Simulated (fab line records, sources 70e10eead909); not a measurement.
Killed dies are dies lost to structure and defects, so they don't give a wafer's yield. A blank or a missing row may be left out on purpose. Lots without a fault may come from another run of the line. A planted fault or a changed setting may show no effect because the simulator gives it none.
fab line records | flow nand_harc
record lots=14 wafers=42 last_day=33
route steps=1302 shown A_CONTACT@1089 A_BLC@1119 A_M0@1142 END@1302
lots that met no fault: from a run of the same line without faults
start_h: hours from the record's first day to the start of the lot's first wafer shown | wait_h: hours since the lot's step before | " the same as in the row above | L1.1+2: a row that stands for several wafers | - no value, or no start given | * or withheld: withheld | < > ~ a bound
route shown NAME@n: a module of which the file shows steps, and the number in the route of the first | usual: mean/standard deviation of fault-free wafers | same: alike in all rows | chamber/n: place in a boat | sites: the reading at each site | _std_site: their standard deviation | _edge_site: outer sites' mean less inner sites' | radius_mm: how far each site lies from the wafer's centre | mask NAME#n: copy n | behind: the tool/chamber that last shaped the wafer | hold: why the lot was held/for how many hours/how that ended | device: the transistor (n, p or np) that didn't switch | end of line: the same wafers' tests at the end of the route | a step without rows: its recipe alone | killed: dies lost to structure and defects at the first sort, not the wafer's yield | map: a wafer's dies, x killed, . not, _ none there
set.NAME: the setting as run; set.NAME@STEP: as run at that earlier step | model.NAME: the simulator's own value behind a step, which no gauge read
steps of the route over a sample of lots; a table a step, a row a wafer
services: from which hour (start_h, from the record's first day; less than 0 if before it) a tool's chamber was out of use, for how many hours, and why
## steps
# step NHARC_A_CONTACT_ETCH_137
# recipe source_w=withheld pressure_mtorr=20 bias_v=1200 time_s=311 target_depth_a=19120 ar_flow_sccm=withheld c4f8_flow_sccm=withheld o2_flow_sccm=withheld chemistry=C4F8/O2/Ar
# same time_s=311
# columns lot.wafer tool chamber start_h wait_h rf_hours_counter_h
L530.1 har_cap_etch-02 1 527.26 0.2 89
L530.4 " 1 " " -
L530.6 " 1 " " -
L533.2 har_cap_etch-03 0 538.46 0.2 47
L533.1 " 1 " " 47
L533.6 " 1 " " -
L531.2 har_cap_etch-01 1 540.46 0.3 6
L531.4 " 0 " " -
L531.3 " 1 " " -
L532.2 har_cap_etch-03 0 549.33 0.2 48
L532.1 " 1 " " 48
L532.3 " 0 " " -
L534.2 har_cap_etch-01 0 580.64 0.2 11
L534.5 " 0 " " -
L534.6 " 1 " " -
L536.1 har_cap_etch-03 1 588.28 0.2 54
L536.3 " 0 " " -
L536.5 " 0 " " -
L537.2 har_cap_etch-01 0 603.18 0.2 16
L537.4 " 1 " " -
L537.5 " 0 " " -
L541.1 har_cap_etch-01 1 643.64 0.2 26
L541.2 " 0 " " 26
L541.5 " 0 " " -
L543.3 har_cap_etch-01 1 658.14 0.2 -
L543.5 " 0 " " -
L543.6 " 1 " " -
L544.2 har_cap_etch-02 0 663.99 0.2 113
L544.4 " 0 " " -
L544.5 " 0 " " -
L545.2 har_cap_etch-01 0 684.71 0.2 31
L545.5 " 1 " " -
L545.6 " 0 " " -
L550.4 har_cap_etch-02 1 720.23 0.2 -
L550.3 " 0 " " -
L550.5 " 1 " " -
L549.1 har_cap_etch-01 1 721.41 0.2 41
L549.3 " 0 " " -
L549.6 " 0 " " -
L551.1 har_cap_etch-01 0 734.32 0.2 43
L551.4 " 1 " " -
L551.6 " 1 " " -
# step NHARC_A_BLC_INSPECT_12
# usual raw_defect_count=83/36
# columns lot.wafer tool chamber start_h wait_h raw_defect_count
L530.1 defect_inspect-01 - 531.69 0.0 136
L530.4 " - " " 104
L530.6 " - " " 113
L533.1 defect_inspect-02 - 542.75 0.0 93
L533.2 " - " " 101
L533.6 " - " " 99
L531.2 defect_inspect-02 - 545.05 0.0 23
L531.3 " - " " 22
L531.4 " - " " 31
L532.1 defect_inspect-02 - 553.72 0.0 59
L532.2 " - " " 56
L532.3 " - " " 67
L534.2 defect_inspect-01 - 585.01 0.0 55
L534.5 " - " " 53
L534.6 " - " " 61
L536.1 defect_inspect-01 - 592.62 0.0 103
L536.3 " - " " 114
L536.5 " - " " 113
L537.2 defect_inspect-01 - 607.72 0.0 142
L537.4 " - " " 177
L537.5 " - " " 168
L541.1 defect_inspect-02 - 647.90 0.0 61
L541.2 " - " " 71
L541.5 " - " " 67
L543.3 defect_inspect-02 - 662.40 0.0 93
L543.5 " - " " 80
L543.6 " - " " 101
L544.2 defect_inspect-01 - 668.33 0.0 77
L544.4 " - " " 86
L544.5 " - " " 61
L545.2 defect_inspect-01 - 689.64 0.0 104
L545.5 " - " " 87
L545.6 " - " " 112
L550.3 defect_inspect-02 - 724.51 0.0 145
L550.4 " - " " 143
L550.5 " - " " 124
L549.1 defect_inspect-02 - 726.54 0.0 88
L549.3 " - " " 74
L549.6 " - " " 75
L551.1 defect_inspect-01 - 738.54 0.0 107
L551.4 " - " " 107
L551.6 " - " " 111
# step NHARC_A_BLC_PVD_32
# recipe target_thk_a=50 chamber_pressure_pa=5 power_w=5000 substrate_temp_c=200 time_s=17.7 material=Ti
# usual throttle_valve_pct=29.6/1.3
# same time_s=17.7
# columns lot.wafer tool chamber start_h wait_h throttle_valve_pct
L530.1 pvd_sputter-01 - - - 27.9
L530.4 " - " " 30.4
L530.6 " - " " 30.3
L533.1 pvd_sputter-01 - - - 30.3
L533.2 " - " " 27.8
L533.6 " - " " 29.3
L531.2 pvd_sputter-02 - - - 31.0
L531.4 " - " " 29.4
L531.3 " - " " 30.4
L532.2 pvd_sputter-03 - - - 29.9
L532.3 " - " " 31.6
L532.1 " - " " 30.2
L534.2 pvd_sputter-03 - - - 28.5
L534.5 " - " " 30.0
L534.6 " - " " 28.5
L536.3 pvd_sputter-03 - - - 31.5
L536.1 " - " " 30.4
L536.5 " - " " 31.4
L537.2 pvd_sputter-02 - - - 29.7
L537.4 " - " " 30.4
L537.5 " - " " 28.5
L541.2 pvd_sputter-01 - - - 29.2
L541.1 " - " " 31.2
L541.5 " - " " 29.3
L543.3 pvd_sputter-02 - - - 30.0
L543.5 " - " " 31.1
L543.6 " - " " 29.2
L544.2 pvd_sputter-02 - - - 31.4
L544.4 " - " " 29.0
L544.5 " - " " 31.3
L545.2 pvd_sputter-01 - - - 29.2
L545.5 " - " " 26.9
L545.6 " - " " 29.2
L550.4 pvd_sputter-03 - - - 28.2
L550.3 " - " " 31.0
L550.5 " - " " 29.1
L549.3 pvd_sputter-01 - - - 29.5
L549.1 " - " " 26.7
L549.6 " - " " 29.3
L551.4 pvd_sputter-03 - - - 29.1
L551.1 " - " " 30.8
L551.6 " - " " 28.3
# step NHARC_A_M0_SOFTBAKE_04
# recipe temp_c=105 time_s=55
# usual heater_power_total_W=188.45/0.14
# same time_s=55
# columns lot.wafer tool chamber start_h wait_h heater_power_total_W
L530.1 litho_track-01 0 535 - 188.33
L530.4 " 0 " " 188.50
L530.6 " 0 " " 188.82
L533.1 litho_track-01 0 546 - 188.28
L533.2 " 0 " " 188.60
L533.6 " 0 " " 188.29
L531.2 litho_track-04 0 548 - 188.40
L531.3 " 0 " " 188.62
L531.4 " 0 " " 188.63
L532.1 litho_track-01 0 557 - 188.30
L532.2 " 0 " " 188.42
L532.3 " 0 " " 188.25
L534.2 litho_track-04 0 588 - 188.25
L534.5 " 0 " " 188.42
L534.6 " 0 " " 188.37
L536.1 litho_track-06 0 596 - 188.28
L536.3 " 0 " " 188.47
L536.5 " 0 " " 188.28
L537.2 litho_track-01 0 611 - 188.44
L537.4 " 0 " " 188.67
L537.5 " 0 " " 188.28
L541.1 litho_track-04 0 651 - 199.53
L541.2 " 0 " " 199.53
L541.5 " 0 " " 199.88
L543.3 litho_track-04 0 666 - 199.67
L543.5 " 0 " " 199.98
L543.6 " 0 " " 199.63
L544.2 litho_track-04 0 671 - 199.57
L544.4 " 0 " " 199.75
L544.5 " 0 " " 199.70
L545.2 litho_track-06 0 693 - 188.60
L545.5 " 0 " " 188.65
L545.6 " 0 " " 188.38
L550.3 litho_track-01 0 728 - 188.74
L550.4 " 0 " " 188.42
L550.5 " 0 " " 188.52
L549.1 litho_track-06 0 730 - 188.40
L549.3 " 0 " " 188.40
L549.6 " 0 " " 188.44
L551.1 litho_track-01 0 742 - 188.31
L551.4 " 0 " " 188.59
L551.6 " 0 " " 188.53
# step NHARC_END_SORT_01
# recipe temp_c=25
# usual defect_limited_yield=90.9/2.8 killed_at_array=57/20 killed_at_other=1.3/1.4 killed_at_periphery=3.4/2.4 killed_dies=61/19 killed_open=2.9/1.8 killed_short=2.5/1.6
# same gross_dies=677
# columns lot.wafer tool chamber start_h wait_h defect_limited_yield[%] killed_at_array killed_at_other killed_at_periphery killed_dies killed_open killed_short
L541.1 prober-01 0 690.70 2.5 91.3 55 2 2 59 3 2
L541.2 prober-01 0 691.49 2.8 91.7 50 3 3 56 2 2
L541.5 prober-01 0 693.88 3.7 91.4 52 3 3 58 1 1
L543.3 prober-01 0 706.76 3.1 90.4 64 1 0 65 0 2
L543.5 prober-01 0 708.39 3.7 90.3 63 2 1 66 4 1
L543.6 prober-01 0 709.20 4.1 89.7 68 0 2 70 2 4
L545.2 prober-02 0 735.27 2.8 88.8 75 1 0 76 0 2
L545.5 prober-02 0 737.67 3.7 88.2 75 0 5 80 7 9
L545.6 prober-02 0 738.47 4.0 87.3 82 1 3 86 3 5
# killed by level:class
L541.1 A_SLIT:chamber_film_flake=29 A_CHANNEL_HOLE_D1:chamber_film_flake=9 A_STAIRCASE:chamber_film_flake=6 A_CHANNEL_FILL_D2:chamber_film_flake=2 A_CONTACT:chamber_film_flake=2 THIN_TSV:chamber_film_flake=2 A_ONON_D2:geometric_particle:short=1 A_CHANNEL_HOLE_D2:geometric_particle:open=1
L541.2 A_SLIT:chamber_film_flake=27 A_CHANNEL_HOLE_D1:chamber_film_flake=9 P_GATE:chamber_film_flake=3 THIN_TSV:chamber_film_flake=3 A_CONTACT:chamber_film_flake=3 A_CHANNEL_FILL_D2:chamber_film_flake=2 A_WL_FILL:chamber_film_flake=2 A_CHANNEL_FILL_D1:geometric_particle:open=1
L541.5 A_SLIT:chamber_film_flake=26 A_CHANNEL_HOLE_D1:chamber_film_flake=9 A_STAIRCASE:chamber_film_flake=5 A_CONTACT:chamber_film_flake=5 A_WL_FILL:chamber_film_flake=4 THIN_TSV:chamber_film_flake=3 P_GATE:chamber_film_flake=2 P_CONTACT:geometric_particle:short=1
L543.3 A_CHANNEL_HOLE_D1:chamber_film_flake=32 A_CHANNEL_HOLE_D2:chamber_film_flake=20 A_SLIT:chamber_film_flake=5 A_CHANNEL_FILL_D2:chamber_film_flake=2 A_CONTACT:chamber_film_flake=2 A_CHANNEL_FILL_D1:geometric_particle:short=1 A_WL_FILL:geometric_particle:short=1 A_STAIRCASE:chamber_film_flake=1
L543.5 A_CHANNEL_HOLE_D1:chamber_film_flake=37 A_CHANNEL_HOLE_D2:chamber_film_flake=19 THIN_TSV:chamber_film_flake=2 A_CHANNEL_FILL_D1:geometric_particle:open=1 A_CHANNEL_FILL_D2:geometric_particle:open=1 A_WL_FILL:geometric_particle:open=1 A_CONTACT:geometric_particle:open=1 A_BLC:geometric_particle:short=1
L543.6 A_CHANNEL_HOLE_D1:chamber_film_flake=31 A_CHANNEL_HOLE_D2:chamber_film_flake=27 A_DECK1_JOINT:chamber_film_flake=2 P_M1:geometric_particle:open=1 A_ONON_D1:geometric_particle:short=1 A_CHANNEL_FILL_D1:geometric_particle:open=1 A_CHANNEL_FILL_D1:geometric_particle:short=1 A_DECK1_JOINT:geometric_particle:short=1
L545.2 A_SLIT:chamber_film_flake=33 A_CHANNEL_HOLE_D2:chamber_film_flake=18 A_CHANNEL_HOLE_D1:chamber_film_flake=12 A_BLC:chamber_film_flake=6 A_DECK1_JOINT:chamber_film_flake=2 A_CHANNEL_HOLE_D1:geometric_particle:short=1 A_M1:geometric_particle:short=1 A_STAIRCASE:chamber_film_flake=1
L545.5 A_SLIT:chamber_film_flake=29 A_CHANNEL_HOLE_D2:chamber_film_flake=15 A_CHANNEL_HOLE_D1:chamber_film_flake=11 A_CHANNEL_FILL_D1:geometric_particle:short=5 P_CONTACT:geometric_particle:open=2 A_CHANNEL_FILL_D1:geometric_particle:open=2 A_WL_FILL:geometric_particle:short=2 P_ZERO_WELL:chamber_film_flake=2
L545.6 A_SLIT:chamber_film_flake=29 A_CHANNEL_HOLE_D2:chamber_film_flake=24 A_CHANNEL_HOLE_D1:chamber_film_flake=7 A_DECK1_JOINT:chamber_film_flake=4 A_BLC:chamber_film_flake=4 A_SGD_CUT:chamber_film_flake=3 A_CONTACT:chamber_film_flake=3 P_STI:geometric_particle:short=1
## services
# columns tool chamber start_h hours kind
litho_track-01 - 505.00 7.0 pm
har_cap_etch-01 0 515.91 - clean
har_cap_etch-01 1 515.91 - clean
har_cap_etch-02 - 517.24 0.6 repair
pvd_sputter-01 - 527.98 5.3 repair
litho_track-06 - 529.00 7.0 pm
litho_track-01 - 530.97 - consumable_replace:filter
pvd_sputter-03 - 534.32 10.0 pm
litho_track-04 - 553.00 7.0 pm
pvd_sputter-01 - 582.00 10.0 pm
pvd_sputter-02 - 638.00 10.0 pm
litho_track-01 - 680.00 7.0 pm
pvd_sputter-03 - 691.71 2.1 repair
litho_track-06 - 704.00 7.0 pm
pvd_sputter-03 - 712.32 10.0 pm
litho_track-04 - 728.00 7.0 pm
pvd_sputter-01 - 730.29 0.8 repair
litho_track-06 - 734.03 - consumable_replace:filter
pvd_sputter-01 - 735.41 2.4 repair
## key
first_sign step=NHARC_A_M0_SOFTBAKE_04 reading=heater_power_total_W direction=up sigmas=83 usual=* struck=*
effect none on later readings
met_at NHARC_A_M0_SOFTBAKE_04
struck_lots L541,L543,L544
not_acting_at NHARC_A_CONTACT_ETCH_137,NHARC_A_BLC_INSPECT_12,NHARC_A_BLC_PVD_32
onset_between 588 651
fault kind=process_parameter_drift tool=litho_track-04 chamber=- onset_h=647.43 steps=NHARC_A_M0_SOFTBAKE_04 channel=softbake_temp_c offset=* shape=step end_h=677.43 acts_in=* stated=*
